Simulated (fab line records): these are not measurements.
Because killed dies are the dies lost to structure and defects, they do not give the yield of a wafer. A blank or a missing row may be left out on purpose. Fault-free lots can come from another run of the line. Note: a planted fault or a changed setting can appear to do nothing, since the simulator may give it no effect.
fab line records    flow nand_harc
record: lots: 5  wafers: 15  last_day: 23
route steps=1159 shown A_SGD_CUT@753 END@1159
lots with no fault: from the same line, run without faults
start_h: the number of hours between the record's first day and the start of the first shown wafer of the lot    wait_h: hours elapsed since this lot's preceding step    " identical to the entry in the row above    L1.1+2: several wafers, shown together as one row    - no value, or no start was given    * or withheld: withheld    < > ~ a bound
route shown NAME@n: NAME is a module with steps in the file, n the number in the route of the first one    usual: mean/standard deviation of fault-free wafers    same: alike in all rows    chamber/n: place in a boat    sites: per-site readings    _std_site: standard deviation across them    _edge_site: inner sites' mean taken away from outer sites' mean    radius_mm: for every site, how far away it sits from the centre of the wafer    mask NAME#n: copy n    behind: the most recent tool/chamber to have shaped the wafer    hold: why the lot went on hold/how many hours it stayed there/how the hold came to an end    device: which transistor (n, p or np) failed to switch    end of line: the same wafers' tests at the end of the route    a step given without rows: its recipe and nothing more    killed: the dies lost at the first sort to structure and to defects; this is not the yield of the wafer    map: shows each die of a wafer: x if killed, . if not, _ if none is there
set.NAME: the setting that was run; set.NAME@STEP: the one run at that earlier step    model.NAME: the simulator's own value behind a step, which no gauge read
lots at some steps of the route; a table a step, a row a wafer
services: from which hour (start_h, from the record's first day; less than 0 if before it) a tool's chamber was out of use, for how many hours, and why
== steps ==
step: NHARC_A_SGD_CUT_SOFTBAKE_04
recipe: temp_c: 105  time_s: 55
step: NHARC_A_SGD_CUT_EBR_05
step: NHARC_A_SGD_CUT_EXPOSE_06
recipe: na: 1.35  dose_mj: 85.59  mask_id: SGD
step: NHARC_A_SGD_CUT_PEB_07
recipe: peb_temp_c: 100  peb_time_s: 65
step: NHARC_A_SGD_CUT_DEVELOP_08
recipe: develop_time_s: 35  dev_temp_c: 23
step: NHARC_A_SGD_CUT_CD_MEAS_09
recipe: target_cd_nm: 100  landing_energy_ev: 500
usual: cd_nm: 100.4/0.69
lot.wafer  tool       chamber  start_h  wait_h  cd_nm
L362.1     cd_sem-02  0        331.29   -       99.5
L362.2     "          0        "        "       99.7
L362.4     "          0        "        "       99.2
L363.3     cd_sem-02  0        342.85   -       100.6
L363.4     "          0        "        "       101.2
L363.6     "          0        "        "       100.1
L367.1     cd_sem-01  0        364.54   -       99.7
L367.5     "          0        "        "       99.9
L367.6     "          0        "        "       100.8
L369.4     cd_sem-03  0        379.59   -       102.0
L369.5     "          0        "        "       101.3
L369.6     "          0        "        "       100.9
L381.1     cd_sem-02  0        438.94   -       100.8
L381.3     "          0        "        "       100.0
L381.6     "          0        "        "       100.6
step: NHARC_A_SGD_CUT_OVL_MEAS_10
usual: overlay_x_nm: -0.4/0.91  overlay_y_nm: -0.2/0.61
lot.wafer  tool        chamber  start_h  wait_h  overlay_x_nm  overlay_y_nm
L362.1     overlay-02  -        331.38   -       0.1           -0.4
L362.2     "           -        "        "       -0.3          -0.4
L362.4     "           -        "        "       -0.3          -0.4
L363.3     overlay-02  -        342.94   -       -0.6          -0.7
L363.4     "           -        "        "       -0.6          -1.1
L363.6     "           -        "        "       -0.4          -0.7
L367.1     overlay-01  -        364.63   -       -1.4          0.3
L367.5     "           -        "        "       -1.8          0.4
L367.6     "           -        "        "       -1.6          -0.6
L369.4     overlay-01  -        379.67   -       -0.6          0.0
L369.5     "           -        "        "       -1.4          0.0
L369.6     "           -        "        "       -0.6          -0.2
L381.1     overlay-02  -        439.03   -       -1.6          -0.1
L381.3     "           -        "        "       -2.0          0.6
L381.6     "           -        "        "       -2.4          0.2
step: NHARC_A_SGD_CUT_INSPECT_11
usual: raw_defect_count: 19/9.9
lot.wafer  tool               chamber  start_h  wait_h  raw_defect_count
L362.1     defect_inspect-02  -        331.42   0.0     8
L362.2     "                  -        "        "       9
L362.4     "                  -        "        "       6
L363.3     defect_inspect-01  -        342.97   0.0     7
L363.4     "                  -        "        "       15
L363.6     "                  -        "        "       10
L367.1     defect_inspect-01  -        364.67   0.0     18
L367.5     "                  -        "        "       25
L367.6     "                  -        "        "       29
L369.4     defect_inspect-02  -        379.70   0.0     29
L369.5     "                  -        "        "       35
L369.6     "                  -        "        "       48
L381.1     defect_inspect-02  -        439.06   0.0     26
L381.3     "                  -        "        "       10
L381.6     "                  -        "        "       25
step: NHARC_A_SGD_CUT_DESCUM_14
recipe: time_s: 3  o2_flow_sccm: 200  ar_flow_sccm: 0  bias_power_w: 0  chemistry: O2
usual: drypump_motor_current_A: 5.6/0.45  oes_product_au: 0.997/0.016  rf_vpp_V: 57.8/0.96  showerhead_plenum_p_Torr: 1.91/0.08  throttle_valve_pct: 11.311/0.0086
lot.wafer  tool         chamber  start_h  wait_h  drypump_motor_current_A  oes_product_au  rf_hours_counter_h  rf_vpp_V  showerhead_plenum_p_Torr  throttle_valve_pct
L362.1     rie_diel-03  3        331.48   0.1     4.8                      0.999           9                   58.7      2.05                      11.316
L362.2     "            2        "        "       4.9                      0.976           9                   59.0      2.00                      11.295
L362.4     "            3        "        "       4.9                      0.991           -                   58.5      2.05                      11.307
L363.4     rie_diel-04  0        343.03   0.1     5.6                      1.024           3                   57.6      1.90                      11.334
L363.3     "            1        "        "       6.1                      0.976           3                   57.3      1.90                      11.314
L363.6     "            1        "        "       6.1                      0.973           -                   59.2      1.90                      11.318
L367.1     rie_diel-03  3        364.73   0.1     4.8                      1.002           13                  57.8      2.05                      11.305
L367.5     "            3        "        "       4.9                      0.998           -                   57.7      2.05                      11.302
L367.6     "            2        "        "       4.9                      0.977           -                   58.2      1.99                      11.311
L369.4     rie_diel-07  0        379.78   0.1     6.2                      0.999           15                  56.0      1.80                      11.320
L369.6     "            2        "        "       5.8                      1.003           -                   59.2      1.89                      11.303
L369.5     "            3        "        "       5.6                      1.009           -                   58.4      2.01                      11.314
L381.1     rie_diel-04  3        439.12   0.1     5.8                      0.988           10                  56.6      1.95                      11.311
L381.3     "            0        "        "       5.6                      1.020           8                   57.8      1.90                      11.327
L381.6     "            3        "        "       5.8                      0.995           -                   58.5      1.95                      11.328
step: NHARC_A_SGD_CUT_ETCH_58
recipe: target_depth_a: 390  over_etch_frac: 0.3  time_s: 65  ion_energy_ev: 80  cf4_flow_sccm: 150  ar_flow_sccm: 0  rf_w: 300  bias_w: 100  chemistry: CF4
usual: drypump_motor_current_A: 5.6/0.44  oes_product_au: 0.997/0.017  rf_fwd_power_W: 297.9/1.2  rf_vpp_V: 151.3/1.3  showerhead_plenum_p_Torr: 1.77/0.068  throttle_valve_pct: 13.285/0.0088
lot.wafer  tool         chamber  start_h  wait_h  drypump_motor_current_A  oes_product_au  rf_fwd_power_W  rf_hours_counter_h  rf_vpp_V  showerhead_plenum_p_Torr  throttle_valve_pct
L362.1     rie_diel-03  0        331.59   0.1     5.6                      1.030           296.7           9                   152.0     1.75                      13.291
L362.2     "            2        "        "       4.9                      0.969           298.4           9                   152.1     1.84                      13.287
L362.4     "            3        "        "       4.9                      0.985           297.5           -                   152.8     1.89                      13.295
L363.3     rie_diel-04  1        343.13   0.1     6.1                      0.980           297.2           3                   150.8     1.76                      13.286
L363.4     "            3        "        "       5.8                      1.001           297.5           3                   152.4     1.80                      13.283
L363.6     "            0        "        "       5.6                      1.029           298.5           -                   150.5     1.76                      13.277
L367.1     rie_diel-03  1        364.83   0.1     5.4                      1.014           296.2           12                  150.2     1.75                      13.283
L367.5     "            2        "        "       4.9                      0.985           298.3           -                   152.5     1.84                      13.294
L367.6     "            3        "        "       4.8                      1.003           299.4           -                   152.1     1.89                      13.283
L369.4     rie_diel-07  2        379.85   0.1     5.8                      1.012           297.6           15                  151.1     1.75                      13.287
L369.5     "            2        "        "       5.8                      1.004           296.7           -                   152.2     1.75                      13.286
L369.6     "            3        "        "       5.6                      1.028           296.5           -                   152.6     1.86                      13.281
L381.3     rie_diel-04  3        439.21   0.1     5.8                      0.995           298.1           10                  152.5     1.80                      13.278
L381.1     "            0        "        "       5.6                      1.005           297.4           8                   151.6     1.75                      13.286
L381.6     "            3        "        "       5.8                      0.998           297.2           -                   151.4     1.80                      13.285
step: NHARC_A_SGD_CUT_ETCH_59
recipe: target_depth_a: 2600  over_etch_frac: 0.25  time_s: 406.25  ion_energy_ev: 200  n2_flow_sccm: 150  h2_flow_sccm: 150  ar_flow_sccm: 0  rf_w: 400  bias_w: 150  chemistry: N2/H2
usual: drypump_motor_current_A: 5.6/0.46  oes_product_au: 0.996/0.017  rf_fwd_power_W: 399.4/1.2  rf_vpp_V: 430.6/2.7  showerhead_plenum_p_Torr: 2.04/0.089  throttle_valve_pct: 14.172/0.0096
lot.wafer  tool         chamber  start_h  wait_h  drypump_motor_current_A  oes_product_au  rf_fwd_power_W  rf_hours_counter_h  rf_vpp_V  showerhead_plenum_p_Torr  throttle_valve_pct
L362.2     rie_diel-03  0        -        -       5.6                      1.042           400.0           10                  429.9     2.01                      14.183
L362.1     "            3        "        "       4.8                      1.009           400.2           9                   433.4     2.19                      14.181
L362.4     "            3        "        "       4.8                      0.992           400.6           -                   435.7     2.19                      14.160
L363.4     rie_diel-04  2        -        -       5.2                      0.989           399.0           3                   428.9     2.00                      14.179
L363.3     "            3        "        "       5.8                      1.004           400.6           3                   432.3     2.08                      14.174
L363.6     "            3        "        "       5.8                      0.997           402.0           -                   431.6     2.08                      14.165
L367.1     rie_diel-03  2        -        -       4.9                      0.983           400.0           13                  433.0     2.13                      14.156
L367.6     "            3        "        "       4.8                      0.999           400.1           -                   435.0     2.19                      14.162
L367.5     "            2        "        "       4.9                      0.975           400.3           -                   433.5     2.13                      14.162
L369.4     rie_diel-07  0        -        -       6.2                      0.998           399.7           15                  425.7     1.92                      14.160
L369.6     "            1        "        "       6.1                      0.993           400.0           -                   426.1     1.89                      14.181
L369.5     "            2        "        "       5.8                      1.003           400.4           -                   428.8     2.02                      14.162
L381.3     rie_diel-04  2        -        -       5.2                      1.004           398.5           10                  428.9     1.99                      14.164
L381.1     "            3        "        "       5.8                      1.003           398.5           10                  433.3     2.08                      14.171
L381.6     "            2        "        "       5.2                      0.994           397.4           -                   429.6     1.99                      14.188
step: NHARC_A_SGD_CUT_ETCH_15
recipe: target_depth_a: 750  time_s: 64.3  ch3f_flow_sccm: 50  o2_flow_sccm: 30  ar_flow_sccm: 200  rf_w: 500  bias_w: 100  chemistry: CH3F/O2
usual: drypump_motor_current_A: 5.6/0.45  oes_product_au: 0.959/0.021  rf_fwd_power_W: 496.0/2.1  rf_vpp_V: 264.0/1.8  showerhead_plenum_p_Torr: 2.46/0.1  throttle_valve_pct: 20.663/0.0092
lot.wafer  tool         chamber  start_h  wait_h  drypump_motor_current_A  oes_product_au  rf_fwd_power_W  rf_hours_counter_h  rf_vpp_V  showerhead_plenum_p_Torr  throttle_valve_pct
L362.2     rie_diel-03  2        -        -       4.9                      0.934           496.7           9                   266.0     2.56                      20.681
L362.1     "            3        "        "       4.9                      0.960           496.0           10                  267.6     2.63                      20.666
L362.4     "            3        "        "       4.8                      0.949           498.0           -                   266.1     2.63                      20.661
L363.4     rie_diel-04  1        -        -       6.1                      0.946           490.9           3                   262.9     2.44                      20.657
L363.3     "            2        "        "       5.2                      0.976           497.1           3                   261.7     2.41                      20.659
L363.6     "            1        "        "       6.1                      0.943           494.4           -                   264.0     2.44                      20.672
L367.1     rie_diel-03  3        -        -       4.8                      0.945           496.8           14                  266.8     2.63                      20.676
L367.6     "            3        "        "       4.8                      0.933           496.6           -                   266.2     2.63                      20.658
L367.5     "            2        "        "       4.9                      0.931           497.1           -                   266.9     2.56                      20.665
L369.4     rie_diel-07  1        -        -       6.1                      0.964           496.1           15                  262.5     2.28                      20.639
L369.6     "            1        "        "       6.2                      0.968           494.2           -                   261.6     2.28                      20.650
L369.5     "            2        "        "       5.8                      0.959           494.1           -                   262.9     2.43                      20.657
L381.1     rie_diel-04  0        -        -       5.6                      0.977           496.1           8                   263.5     2.44                      20.660
L381.3     "            1        "        "       6.1                      0.963           494.1           10                  264.7     2.44                      20.671
L381.6     "            3        "        "       5.8                      0.955           495.8           -                   265.5     2.50                      20.650
step: NHARC_A_SGD_CUT_ETCH_16
recipe: target_depth_a: 3105  time_s: 155.2  c4f8_flow_sccm: withheld  o2_flow_sccm: 8  ar_flow_sccm: withheld  rf_w: 600  bias_w: 800  chemistry: C4F8/O2/Ar
usual: oes_product_au: 0.971/0.021  rf_fwd_power_W: 597.9/1.7  rf_vpp_V: 723/4.2
lot.wafer  tool         chamber  start_h  wait_h  oes_product_au  rf_fwd_power_W  rf_hours_counter_h  rf_vpp_V
L362.2     rie_diel-03  0        332.16   -       1.011           598.8           10                  723
L362.1     "            2        "        "       0.961           593.4           9                   728
L362.4     "            0        "        "       1.008           597.1           -                   722
L363.4     rie_diel-04  3        343.61   -       0.976           597.9           3                   724
L363.3     "            0        "        "       1.000           599.0           3                   722
L363.6     "            3        "        "       0.973           599.6           -                   724
L367.1     rie_diel-03  3        365.40   -       0.966           597.1           14                  729
L367.6     "            3        "        "       0.961           596.5           -                   731
L367.5     "            2        "        "       0.945           596.9           -                   728
L369.4     rie_diel-07  2        380.33   -       0.984           598.7           15                  721
L369.6     "            2        "        "       0.972           597.1           -                   722
L369.5     "            3        "        "       0.980           593.7           -                   728
L381.3     rie_diel-04  0        439.70   -       0.984           599.6           8                   722
L381.1     "            3        "        "       0.981           597.1           10                  725
L381.6     "            1        "        "       0.896           597.6           -                   722
step: NHARC_A_SGD_CUT_STRIP_60
recipe: c4f8_flow_sccm: withheld  o2_flow_sccm: 8  ar_flow_sccm: withheld  bias_w: 0  chemistry: C4F8/O2/Ar
step: NHARC_END_SORT_01
recipe: temp_c: 25
usual: killed_at_array: 27/9.9  killed_at_other: 0.5/0.76  killed_at_periphery: 3.4/2.2  killed_dies: 31/10  killed_open: 3.3/2  killed_short: 2.0/1.5
same: gross_dies: 677
lot.wafer  tool       chamber  start_h  wait_h  killed_at_array  killed_at_other  killed_at_periphery  killed_dies  killed_open  killed_short
L367.1     prober-02  0        499.59   2.5     25               0                1                    26           1            4
L367.5     prober-02  0        502.81   3.7     26               0                2                    28           2            3
L367.6     prober-02  0        503.61   4.0     31               0                1                    32           1            4
L369.4     prober-02  0        512.07   3.4     30               1                1                    32           2            0
L369.5     prober-02  0        512.89   3.7     32               1                6                    39           1            3
L369.6     prober-02  0        513.70   4.1     39               1                5                    45           3            2
L381.6     prober-01  0        561.98   3.9     664              0                5                    669          7            3
killed by level:class
L367.1 A_CHANNEL_HOLE_D1:chamber_film_flake=13 A_WL_FILL:chamber_film_flake=4 A_CHANNEL_FILL_D1:geometric_particle:short=2 A_STAIRCASE:chamber_film_flake=2 A_WL_FILL:geometric_particle:short=1 A_CONTACT:geometric_particle:short=1 A_CONTACT:geometric_particle:open=1 P_GATE:chamber_film_flake=1
L367.5 A_CHANNEL_HOLE_D1:chamber_film_flake=17 A_WL_FILL:chamber_film_flake=3 A_STAIRCASE:chamber_film_flake=2 P_CONTACT:geometric_particle:short=1 P_M0:geometric_particle:open=1 A_CHANNEL_FILL_D1:geometric_particle:open=1 A_CHANNEL_FILL_D1:geometric_particle:short=1 A_WL_FILL:geometric_particle:short=1
L367.6 A_CHANNEL_HOLE_D1:chamber_film_flake=21 A_ONON_D1:geometric_particle:short=1 A_CHANNEL_FILL_D1:geometric_particle:open=1 A_WL_FILL:geometric_particle:short=1 A_CONTACT:geometric_particle:short=1 A_M1:geometric_particle:short=1 P_M1:chamber_film_flake=1 A_STAIRCASE:chamber_film_flake=1
L369.4 A_CHANNEL_HOLE_D1:chamber_film_flake=16 A_STAIRCASE:chamber_film_flake=12 P_M0:geometric_particle:open=1 A_SGD_CUT:geometric_particle:open=1 A_SLIT:chamber_film_flake=1 THIN_TSV:chamber_film_flake=1
L369.5 A_CHANNEL_HOLE_D1:chamber_film_flake=16 A_STAIRCASE:chamber_film_flake=11 P_GATE:chamber_film_flake=3 A_SLIT:chamber_film_flake=2 P_CONTACT:geometric_particle:open=1 P_M0:geometric_particle:short=1 A_ONON_D1:geometric_particle:short=1 A_WL_FILL:geometric_particle:short=1
L369.6 A_CHANNEL_HOLE_D1:chamber_film_flake=28 A_STAIRCASE:chamber_film_flake=8 P_M0:geometric_particle:open=2 P_GATE:chamber_film_flake=2 P_CONTACT:geometric_particle:open=1 A_SOURCE_PLATE:geometric_particle:short=1 A_WL_FILL:geometric_particle:short=1 A_SLIT:chamber_film_flake=1
L381.6 A_SGD_CUT:area_etch=610 A_SLIT:chamber_film_flake=21 A_STAIRCASE:chamber_film_flake=13 A_CHANNEL_HOLE_D1:chamber_film_flake=8 A_CONTACT:chamber_film_flake=3 A_BLC:geometric_particle:open=2 P_GATE:chamber_film_flake=2 P_STI:geometric_particle:open=1
map L381.6 (x killed, . not)
____________x____________
_________xxxxxxx_________
_______xxxxxxxxxxx_______
______xxxxxxxxxxxxx______
_____xxxxxxxxxxxxxxx_____
____xxxxxxxxxxxxxxxxx____
____xxxxxxxxxxxxxxxxx____
___xxxxxxxxxxxxxxxxxxx___
___xxxxxxxxxxxxxxxxxxx___
__xxxxxxxxxxxxxxxxxxxxx__
__xxxxxxxxxxxxxxxxxxxxx__
_xxxxxxxxxxxxxxxxxxxxxxx_
_xxxxxxxxxxxxxxxxxxxxxxx_
_xxxxxxxxxxxxxxxxxxxxxxx_
_xxxx.xxxxxxxxxxxxxxxxxx_
_xxxxxxxxxxxxxxxxxxxxxxx_
xxxxxxxxxxxxxxxxxxxxxxxxx
.xxxxxxxxxxxxxxxxxxxxxxxx
xxxxxxxxxxxxxxxxxxxxxxxxx
xxxxxxxxxxxxxxxxxxxxxxxxx
xxxxxxxxxxxxxxxxxxxxxxxxx
_xxxxxxxxxxxxxxxxxxxxxxx_
_xxxxxxxxxxxxxxxxxxxxxxx_
_xxxxxxxxxxxxxxxxxxxxxxx_
_xxxxxxxxxxxxxxxxxxxxxxx_
_xx.xxxxxxxxxxxxxxxxxxxx_
__x.xxxxxxxxxxxxxxxxxxx__
__xxxxxxxxxxxxxxxxxxxxx__
___xxxxxxxxxxxxxxxxxxx___
___xxxxxxxxxxxxxxxxxxx___
____xxxxxxxxxxxxxxxxx____
____..xxxxxxxxxxxxxxx____
_____xxxxxxxxxxxxxxx_____
______.xxxxxxxxxxxx______
_______xxx.xxxxxxx_______
_________xxxxxxx_________
____________x____________
map L363.6 (x killed, . not)
____________.____________
_________......._________
_______..........x_______
______.............______
_____..............._____
____...xx............____
____................x____
___...................___
___...................___
__....................x__
__.....................__
_...............x......._
_......................._
_....x.................._
_.................x....._
_......................._
.........................
.........................
...........x........x....
..........x....x.........
......xx..x..............
_.......x.x.x..........._
_.........x............._
_..x.....x.............._
_......x..x.x..........._
_......x..x............._
__.........x...........__
__..x..........x.......__
___...................___
___..x................___
____.................____
____.................____
_____..............._____
______.............______
_______..........._______
_________......._________
____________.____________
== services ==
tool         chamber  start_h  hours  kind
rie_diel-03  0        322.38   -      clean
rie_diel-03  1        322.38   -      clean
rie_diel-03  2        322.38   -      clean
rie_diel-03  3        322.38   -      clean
rie_diel-04  0        322.43   -      clean
rie_diel-04  1        322.43   -      clean
rie_diel-04  2        322.43   -      clean
rie_diel-04  3        322.43   -      clean
rie_diel-03  1        328.69   3.5    repair
rie_diel-04  1        343.91   4.4    repair
rie_diel-03  0        346.88   -      clean
rie_diel-03  1        346.88   -      clean
rie_diel-03  2        346.88   -      clean
rie_diel-03  3        346.88   -      clean
rie_diel-04  0        346.93   -      clean
rie_diel-04  2        346.93   -      clean
rie_diel-04  3        346.93   -      clean
rie_diel-04  0        348.26   18.2   repair
rie_diel-03  0        358.74   14.8   repair
rie_diel-03  1        371.38   -      clean
rie_diel-03  2        371.38   -      clean
rie_diel-03  -        377.83   2.6    repair
rie_diel-03  -        392.56   9.0    pm
rie_diel-07  -        405.20   9.0    pm
== key ==
first_sign: step: NHARC_A_SGD_CUT_ETCH_16  reading: oes_product_au  direction: down  sigmas: 3.6  usual: 0.971  struck: 0.896
effect: step: NHARC_END_SORT_01  reading: killed_at_array  direction: up  sigmas: 64  usual: 27  struck: 664
more_kills_born_at: NHARC_A_SGD_CUT_ETCH_16@rie_diel-04: 610
met_at NHARC_A_SGD_CUT_ETCH_16
struck_wafers L381.6
later_rows_left_out L381.6
tester_left_out L381
onset_between 343.61 439.70
fault: kind: process_parameter_drift  tool: rie_diel-04  chamber: -  onset_h: 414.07  steps: NHARC_A_SGD_CUT_ETCH_16  channel: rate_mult  offset: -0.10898  shape: step  end_h: 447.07  scope: struck_wafers_only
tester_left_out: of these lots the tester's yield and bins aren't shown, on N5 and GAA mostly nor the transistor test; their killed dies are dies lost to structure and defects alone, not to doping, threshold or leakage, so they don't give the yield
later_rows_left_out: the simulator's readings of these wafers behind a module that went badly wrong aren't trusted and aren't shown, but for the sort
